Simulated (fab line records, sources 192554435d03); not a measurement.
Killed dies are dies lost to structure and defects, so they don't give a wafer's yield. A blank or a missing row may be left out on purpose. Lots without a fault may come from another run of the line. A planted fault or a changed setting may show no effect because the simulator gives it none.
fab line records | flow n5_finfet
record lots=6 wafers=18 last_day=16
route steps=1938 shown FIN_SAQP@97 BEOL_M4@1111 PASSIVATION@1936
lots that met no fault: from a run of the same line without faults
start_h: hours from the record's first day to the start of the lot's first wafer shown | wait_h: hours since the lot's step before | " the same as in the row above | L1.1+2: a row that stands for several wafers | - no value, or no start given | * or withheld: withheld | < > ~ a bound
route shown NAME@n: a module of which the file shows steps, and the number in the route of the first | usual: mean/standard deviation of fault-free wafers | same: alike in all rows | chamber/n: place in a boat | sites: the reading at each site | _std_site: their standard deviation | _edge_site: outer sites' mean less inner sites' | radius_mm: how far each site lies from the wafer's centre | mask NAME#n: copy n | behind: the tool/chamber that last shaped the wafer | hold: why the lot was held/for how many hours/how that ended | device: the transistor (n, p or np) that didn't switch | end of line: the same wafers' tests at the end of the route | a step without rows: its recipe alone | killed: dies lost to structure and defects at the first sort, not the wafer's yield | map: a wafer's dies, x killed, . not, _ none there
set.NAME: the setting as run; set.NAME@STEP: as run at that earlier step | model.NAME: the simulator's own value behind a step, which no gauge read
lots at some steps of the route; a table a step, a row a wafer
services: from which hour (start_h, from the record's first day; less than 0 if before it) a tool's chamber was out of use, for how many hours, and why
## steps
# step N5_FIN_SAQP_THK_MEAS_05
# usual thk_nm=38.1/0.43
# columns lot.wafer tool chamber start_h wait_h thk_nm
L517.1 film_metro-02 - 26.94 0.1 37.8
L517.2 " - " " 37.8
L517.4 " - " " 38.8
L523.2 film_metro-02 - 63.94 0.1 38.1
L523.3 " - " " 38.1
L523.5 " - " " 38.5
L533.2 film_metro-02 - 122.85 0.1 37.9
L533.5 " - " " 39.1
L533.6 " - " " 38.7
L535.2 film_metro-01 - 135.59 0.1 38.1
L535.3 " - " " 38.1
L535.4 " - " " 38.4
L536.1 film_metro-01 - 140.90 0.1 38.1
L536.4 " - " " 38.1
L536.6 " - " " 38.4
L538.1 film_metro-02 - 152.59 0.1 37.3
L538.5 " - " " 38.0
L538.6 " - " " 38.4
# step N5_FIN_SAQP_PECVD_47
# recipe material=a-Si target_thk_a=450 temp_c=400 precursor=SiH4/He pressure_torr=3 rf_w=100 time_s=36.3
# usual heater_power_w=844/96 rf_fwd_power_W=98.9/0.57 showerhead_plenum_p_Torr=5.64/0.049 throttle_valve_pct=18.5/1.3
# same time_s=36.3
# columns lot.wafer tool chamber start_h wait_h heater_power_w rf_fwd_power_W showerhead_plenum_p_Torr throttle_valve_pct
L517.1 pecvd-02 2 26.98 0.0 741 98.3 5.67 18.4
L517.2 " 1 " " 849 99.3 5.70 19.0
L517.4 " 2 " " 771 98.5 5.67 18.6
L523.2 pecvd-02 1 63.97 0.0 983 99.0 5.71 18.9
L523.3 " 2 " " 725 98.6 5.67 18.3
L523.5 " 1 " " 1000 99.6 5.71 19.0
L533.2 pecvd-01 0 122.89 0.0 870 98.9 5.66 18.2
L533.5 " 0 " " 866 98.9 5.65 17.7
L533.6 " 1 " " 825 98.2 5.61 20.0
L535.2 pecvd-02 1 135.62 0.0 885 99.5 5.70 19.0
L535.3 " 2 " " 786 98.3 5.67 18.4
L535.4 " 1 " " 908 99.4 5.71 19.3
L536.1 pecvd-02 1 140.94 0.0 851 99.5 5.70 18.7
L536.4 " 1 " " 877 100.0 5.71 19.0
L536.6 " 2 " " 736 98.8 5.68 18.4
L538.1 pecvd-04 0 152.62 0.0 696 99.4 5.55 18.2
L538.5 " 0 " " 711 99.3 5.56 18.4
L538.6 " 2 " " 913 99.4 5.64 16.7
# step N5_FIN_SAQP_PECVD_48
# recipe material=SiNx target_thk_a=250 temp_c=400 precursor=SiH4/NH3/N2 pressure_torr=1.5 rf_w=300 time_s=22.1
# usual heater_power_w=772/87 rf_fwd_power_W=296.4/1.7 showerhead_plenum_p_Torr=5.11/0.069 throttle_valve_pct=40.7/2.8
# same time_s=22.1
# columns lot.wafer tool chamber start_h wait_h heater_power_w rf_fwd_power_W showerhead_plenum_p_Torr throttle_valve_pct
L517.1 pecvd-02 2 27.02 0.0 703 293.6 5.14 40.7
L517.2 " 1 " " 913 297.7 5.21 41.7
L517.4 " 2 " " 714 293.0 5.14 40.7
L523.2 pecvd-02 1 64.02 0.0 910 296.5 5.19 42.1
L523.3 " 2 " " 643 296.5 5.15 40.8
L523.5 " 1 " " 911 297.9 5.20 41.8
L533.2 pecvd-01 0 122.93 0.0 909 297.2 5.12 39.5
L533.5 " 0 " " 956 296.3 5.14 39.6
L533.6 " 1 " " 675 293.7 5.09 44.3
L535.2 pecvd-02 1 135.66 0.0 798 297.6 5.21 41.3
L535.3 " 2 " " 679 294.8 5.15 40.6
L535.4 " 1 " " 849 297.8 5.21 41.7
L536.1 pecvd-02 1 140.98 0.0 862 298.6 5.21 41.7
L536.4 " 1 " " 873 296.5 5.21 41.4
L536.6 " 2 " " 734 295.9 5.14 40.8
L538.1 pecvd-04 0 152.69 0.0 715 298.2 4.99 40.0
L538.5 " 0 " " 744 296.7 4.99 40.2
L538.6 " 2 " " 842 295.7 5.08 36.4
# step N5_FIN_SAQP_PECVD_06
# recipe material=a-Si target_thk_a=600 temp_c=400 precursor=SiH4/He pressure_torr=3 rf_w=100 time_s=48.1
# usual heater_power_w=848/96 rf_fwd_power_W=99.2/0.48 showerhead_plenum_p_Torr=5.65/0.049 throttle_valve_pct=18.5/1.2
# same time_s=48.1
# columns lot.wafer tool chamber start_h wait_h heater_power_w rf_fwd_power_W showerhead_plenum_p_Torr throttle_valve_pct
L517.1 pecvd-02 2 27.06 0.0 714 99.4 5.67 18.6
L517.2 " 1 " " 882 99.6 5.71 18.9
L517.4 " 2 " " 730 99.1 5.66 18.6
L523.2 pecvd-02 1 64.05 0.0 953 99.8 5.71 19.1
L523.3 " 2 " " 741 98.6 5.69 18.5
L523.5 " 1 " " 937 99.7 5.72 18.9
L533.2 pecvd-01 0 122.97 0.0 876 99.8 5.67 17.8
L533.5 " 0 " " 904 99.4 5.65 17.8
L533.6 " 1 " " 832 98.7 5.63 20.2
L535.2 pecvd-02 1 135.70 0.0 977 99.9 5.71 18.9
L535.3 " 2 " " 744 98.9 5.68 18.8
L535.4 " 1 " " 983 99.1 5.71 18.7
L536.1 pecvd-02 1 141.02 0.0 886 99.3 5.70 19.2
L536.4 " 1 " " 880 99.3 5.71 19.0
L536.6 " 2 " " 791 99.1 5.67 18.3
L538.1 pecvd-04 0 152.74 0.0 792 99.3 5.57 18.3
L538.5 " 0 " " 771 99.3 5.57 18.3
L538.6 " 2 " " 861 99.3 5.64 16.5
# step N5_FIN_SAQP_THK_MEAS_07
# usual thk_nm=59.9/0.89
# columns lot.wafer tool chamber start_h wait_h thk_nm
L517.1 film_metro-02 - 27.15 0.1 58.8
L517.2 " - " " 59.3
L517.4 " - " " 60.0
L523.2 film_metro-01 - 64.14 0.1 58.8
L523.3 " - " " 59.4
L523.5 " - " " 60.0
L533.2 film_metro-01 - 123.06 0.1 59.9
L533.5 " - " " 61.4
L533.6 " - " " 60.3
L535.2 film_metro-02 - 135.79 0.1 58.6
L535.3 " - " " 59.2
L535.4 " - " " 59.8
L536.1 film_metro-01 - 141.11 0.1 58.3
L536.4 " - " " 59.4
L536.6 " - " " 59.1
L538.1 film_metro-01 - 152.86 0.1 61.0
L538.5 " - " " 61.7
L538.6 " - " " 61.2
# step N5_FIN_SAQP_HM_DEP_72
# recipe material=SiO2 target_thk_a=120 temp_c=400 precursor=SiH4/N2O pressure_torr=0.75 rf_w=275 time_s=7.2
# usual heater_power_w=784/92 rf_fwd_power_W=272.3/1.5 showerhead_plenum_p_Torr=8.09/0.12
# same time_s=7.2
# columns lot.wafer tool chamber start_h wait_h heater_power_w rf_fwd_power_W showerhead_plenum_p_Torr
L517.1 pecvd-01 0 27.18 0.0 907 272.5 8.13
L517.2 " 1 " " 740 270.5 8.03
L517.4 " 2 " " 638 272.8 8.14
L523.2 pecvd-04 2 64.18 0.0 803 273.2 8.04
L523.3 " 1 " " 885 271.4 8.21
L523.5 " 0 " " 740 272.2 7.85
L533.2 pecvd-01 1 123.10 0.0 763 271.5 8.03
L533.5 " 2 " " 673 273.9 8.15
L533.6 " 1 " " 769 270.1 8.02
L535.2 pecvd-01 2 135.83 0.0 683 273.2 8.16
L535.3 " 0 " " 800 272.8 8.13
L535.4 " 2 " " 681 273.7 8.15
L536.1 pecvd-01 2 141.15 0.0 588 273.3 8.15
L536.4 " 2 " " 569 272.7 8.18
L536.6 " 1 " " 757 270.2 8.05
L538.1 pecvd-02 1 152.90 0.0 908 273.5 8.27
L538.5 " 0 " " 842 272.2 7.95
L538.6 " 1 " " 919 273.4 8.27
# step N5_FIN_SAQP_COAT_49
# recipe resist=SOC temp_c=250 time_s=60 spin_rpm=1500 resist_thk_nm=100
# step N5_FIN_SAQP_COAT_50
# recipe resist=SiARC temp_c=220 time_s=60 spin_rpm=1500 resist_thk_nm=35
# step N5_FIN_SAQP_COAT_10
# recipe resist=CAR-ArF spin_rpm=1500 resist_thk_nm=90
# step N5_FIN_SAQP_EBR_12
# recipe solvent=PGMEA ebr_width_mm=1.5
# step N5_FIN_SAQP_SOFTBAKE_11
# recipe temp_c=110 time_s=60 resist=CAR-ArF
# step N5_FIN_SAQP_EXPOSE_13
# recipe mask_id=FIN_CORE na=1.35 source_shape=dipole sigma_inner=0.538 sigma_outer=0.738 polarization=te target_cd_nm=35.6 dose_mj=63.25
# step N5_FIN_SAQP_PEB_14
# recipe peb_temp_c=withheld peb_time_s=60 resist=CAR-ArF
# usual exhaust_pa=45.1/0.79
# columns lot.wafer tool chamber start_h wait_h exhaust_pa
L517.1 litho_track-04 0 27.44 0.1 44.0
L517.2 " 0 " " 44.5
L517.4 " 0 " " 44.6
L523.2 litho_track-02 0 64.56 0.0 43.8
L523.3 " 0 " " 44.6
L523.5 " 0 " " 44.1
L533.2 litho_track-04 0 123.48 0.0 46.3
L533.5 " 0 " " 45.0
L533.6 " 0 " " 46.3
L535.2 litho_track-04 0 136.21 0.0 45.8
L535.3 " 0 " " 45.9
L535.4 " 0 " " 45.4
L536.1 litho_track-02 0 141.53 0.1 43.9
L536.4 " 0 " " 44.3
L536.6 " 0 " " 45.0
L538.1 litho_track-03 0 153.28 0.1 45.7
L538.5 " 0 " " 44.9
L538.6 " 0 " " 45.4
# step N5_FIN_SAQP_DEVELOP_15
# recipe develop_time_s=30 developer=TMAH resist=CAR-ArF dev_temp_c=23 rinse_liquid=diw dry=air_spin
# step N5_FIN_SAQP_CD_MEAS_16
# recipe target_cd_nm=35.6 landing_energy_ev=500 detector=se_inlens
# usual cd_nm=35.5/0.3
# columns lot.wafer tool chamber start_h wait_h cd_nm
L517.1 cd_sem-03 0 27.51 - 35.3
L517.2 " 0 " " 35.7
L517.4 " 0 " " 35.6
L523.2 cd_sem-03 0 64.63 - 35.3
L523.3 " 0 " " 35.2
L523.5 " 0 " " 35.7
L533.2 cd_sem-01 0 123.55 - 32.4
L533.5 " 0 " " 32.3
L533.6 " 0 " " 32.4
L535.2 cd_sem-02 0 136.28 - 32.3
L535.3 " 0 " " 32.4
L535.4 " 0 " " 32.8
L536.1 cd_sem-01 0 141.59 - 34.7
L536.4 " 0 " " 35.2
L536.6 " 0 " " 34.9
L538.1 cd_sem-03 0 153.35 - 35.3
L538.5 " 0 " " 35.7
L538.6 " 0 " " 35.5
# step N5_FIN_SAQP_OVL_MEAS_17
# recipe points_per_wafer=44
# usual FIN_CORE_OVL=0.1/0.71
# same points_per_wafer=44
# columns lot.wafer tool chamber start_h wait_h FIN_CORE_OVL[nm]
L517.1 overlay-01 0 27.55 0.0 1.1
L517.2 " 0 " " 0.7
L517.4 " 0 " " 0.8
L523.2 overlay-02 0 64.68 0.0 1.0
L523.3 " 0 " " 0.5
L523.5 " 0 " " 1.1
L533.2 overlay-01 0 123.59 0.0 -0.4
L533.5 " 0 " " -0.6
L533.6 " 0 " " -1.3
L535.2 overlay-01 0 136.32 0.0 0.8
L535.3 " 0 " " 0.9
L535.4 " 0 " " 0.3
L536.1 overlay-01 0 141.63 0.0 0.0
L536.4 " 0 " " 0.0
L536.6 " 0 " " 0.1
L538.1 overlay-02 0 153.39 0.0 0.6
L538.5 " 0 " " 1.4
L538.6 " 0 " " 0.8
# step N5_BEOL_M4_RC_MEAS_101
# usual DIBL_N=36.3/1.6 DIBL_P=36.2/2.1 IOFF_N=0.16/0.031 IOFF_P=0.21/0.034 ION_N=673/11 ION_P=461/7.4 SS_N=71.6/0.55 SS_P=73.3/0.66 VT_N=251/3.2 VT_P=-251/3.5
# columns lot.wafer tool chamber start_h wait_h DIBL_N[mV/V] DIBL_P[mV/V] IOFF_N[nA/um] IOFF_P[nA/um] ION_N[uA/um] ION_P[uA/um] SS_N[mV/dec] SS_P[mV/dec] VT_N[mV] VT_P[mV]
L517.1 prober-02 0 159.67 0.0 37.8 37.9 0.16 0.25 672 463 71.5 74.0 252 -251
L517.2 " 0 " " 36.7 35.6 0.15 0.21 667 468 71.0 73.7 249 -251
L517.4 " 0 " " 35.6 34.9 0.13 0.19 676 465 71.4 73.2 252 -254
L523.2 prober-01 0 204.88 0.2 35.2 34.9 0.13 0.17 663 448 71.0 72.3 254 -255
L523.3 " 0 " " 34.4 33.3 0.12 0.16 669 458 71.0 72.1 255 -258
L523.5 " 0 " " 36.8 36.8 0.16 0.21 687 463 70.9 73.3 248 -252
L533.2 prober-02 0 253.97 0.2 38.2 35.8 0.18 0.23 675 459 72.0 73.5 252 -250
L533.5 " 0 " " 37.1 35.0 0.15 0.21 674 469 71.2 73.6 250 -252
L533.6 " 0 " " 35.9 32.7 0.13 0.17 658 452 71.4 72.9 255 -255
L535.2 prober-01 0 269.09 0.2 38.2 39.2 0.19 0.24 690 466 72.3 75.1 248 -252
L535.3 " 0 " " 36.2 36.6 0.15 0.20 673 456 72.1 73.4 249 -250
L535.4 " 0 " " 36.3 36.1 0.14 0.19 660 457 72.2 73.7 254 -251
L536.1 prober-01 0 273.34 0.0 34.2 33.8 0.11 0.13 659 445 72.0 72.5 257 -261
L536.4 " 0 " " 35.8 36.2 0.14 0.16 682 460 71.4 73.6 254 -259
L536.6 " 0 " " 33.2 32.8 0.10 0.13 645 445 71.3 72.1 255 -258
L538.1 prober-01 0 295.50 0.0 34.2 32.4 0.10 0.14 655 453 71.4 71.8 259 -256
L538.5 " 0 " " 38.0 36.4 0.15 0.20 663 455 72.2 73.5 251 -252
L538.6 " 0 " " 34.3 32.8 0.11 0.14 668 458 71.3 72.1 257 -257
# step N5_PASSIVATION_PROBE_49
# usual defect_limited_yield=91.5/1.5 killed_at_M0_to_M3=32/9.4 killed_at_M4_up=12/5.1 killed_at_contacts=11/7.4 killed_at_front_end=41/11 killed_at_other=3.4/2.5 killed_dies=100/17 killed_open=65/14 killed_short=33/7 sort_bin_5_function=4.9/0.96 sort_bin_6_memory=3.1/0.7 sort_n_pass=1080/17 sort_yield_pct=91.5/1.5
# same gross_dies=1180 killed_at_back_side=0 sort_bin_4_leakage[%]=0 sort_bin_8_speed[%]=0
# columns lot.wafer tool chamber start_h wait_h defect_limited_yield[%] killed_at_M0_to_M3 killed_at_M4_up killed_at_contacts killed_at_front_end killed_at_other killed_dies killed_open killed_short sort_bin_5_function[%] sort_bin_6_memory[%] sort_n_pass sort_yield_pct[%]
L533.2 prober-02 - 351.04 0.1 92.5 28 7 5 46 3 89 51 27 4.2 2.8 1091 92.5
L533.5 prober-02 - 351.19 0.2 91.4 35 19 2 42 3 101 52 38 4.2 3.1 1079 91.4
L535.2 prober-02 - 355.39 0.1 95.2 19 5 8 23 2 57 34 22 3.1 1.7 1123 95.2
L535.3 prober-02 - 355.44 0.1 90.5 33 18 6 46 9 112 66 45 5.8 3.1 1068 90.5
L535.4 prober-02 - 355.49 0.2 91.4 41 14 8 36 2 101 66 32 5.0 3.1 1079 91.4
# killed by level:class
L533.2 FIN_SAQP:geometric_particle:open=11 BEOL_M0_SAQP:geometric_particle:open=9 HKMG_FIN:area_etch=6 STI_FIN_REVEAL:geometric_particle:open=5 GATE_CUT:geometric_particle:short=5 MOL_CONTACT_COAG:geometric_particle:open=4 BEOL_M1:geometric_particle:short=4 BEOL_M1:geometric_particle:open=4
L533.5 FIN_SAQP:geometric_particle:short=9 HKMG_FIN:area_etch=9 FIN_SAQP:geometric_particle:open=8 BEOL_M0_SAQP:geometric_particle:short=8 BEOL_M3:geometric_particle:open=7 ILD0:geometric_particle:short=5 BEOL_M0_SAQP:geometric_particle:open=5 BEOL_M1:geometric_particle:open=5
L535.2 BEOL_M0_SAQP:geometric_particle:open=4 MOL_CONTACT_COAG:geometric_particle:open=4 MOL_CONTACT_COAG:geometric_particle:short=4 BEOL_M2:geometric_particle:open=4 FIN_SAQP:geometric_particle:short=3 ILD0:geometric_particle:short=3 BEOL_M1:geometric_particle:open=3 BEOL_M3:geometric_particle:open=3
L535.3 FIN_SAQP:geometric_particle:open=14 BEOL_M0_SAQP:geometric_particle:short=8 BEOL_M0_SAQP:geometric_particle:open=8 BEOL_M4:geometric_particle:open=8 MIM_TOP_ETCH:geometric_particle:short=6 FIN_SAQP:geometric_particle:short=5 DUMMY_GATE:geometric_particle:open=5 GATE_CUT:geometric_particle:short=5
L535.4 FIN_SAQP:geometric_particle:open=8 BEOL_M0_SAQP:geometric_particle:open=8 BEOL_M0_SAQP:geometric_particle:short=8 BEOL_M2:geometric_particle:open=7 MOL_CONTACT_COAG:geometric_particle:open=6 BEOL_M3:geometric_particle:open=6 FIN_SAQP:geometric_particle:short=5 BEOL_M1:geometric_particle:open=5
## services
# columns tool chamber start_h hours kind
pecvd-02 2 3.92 5.5 scheduled_down
pecvd-04 - 12.25 0.9 repair
pecvd-01 1 13.05 5.0 scheduled_down
pecvd-04 2 20.92 2.1 scheduled_down
pecvd-04 2 23.05 - clean
pecvd-04 2 23.05 - consumable_replace:showerhead
pecvd-04 2 23.05 29.0 scheduled_down
pecvd-04 2 23.05 29.0 vent_cycle
pecvd-04 0 65.03 5.5 scheduled_down
pecvd-04 2 76.54 22.8 repair
pecvd-04 - 76.90 2.8 pm
litho_track-02 - 82.25 - consumable_replace:filter
pecvd-04 2 99.45 17.2 repair
pecvd-02 - 101.87 1.2 repair
litho_track-03 - 117.53 - consumable_replace:filter
pecvd-04 - 135.85 0.9 repair
pecvd-04 1 148.80 8.8 repair
## key
first_sign step=N5_FIN_SAQP_CD_MEAS_16 reading=cd_nm direction=down sigmas=10 usual=35.5 struck=32.4
effect none on later readings
met_at N5_FIN_SAQP_PEB_14
struck_wafers L533.2,L533.5,L533.6,L535.2,L535.3,L535.4
onset_between 27.44 123.48
fault kind=process_parameter_drift tool=litho_track-04 chamber=- onset_h=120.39 steps=N5_FIN_SAQP_PEB_14 channel=peb_temp_c offset=withheld shape=step end_h=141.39 acts_in=*
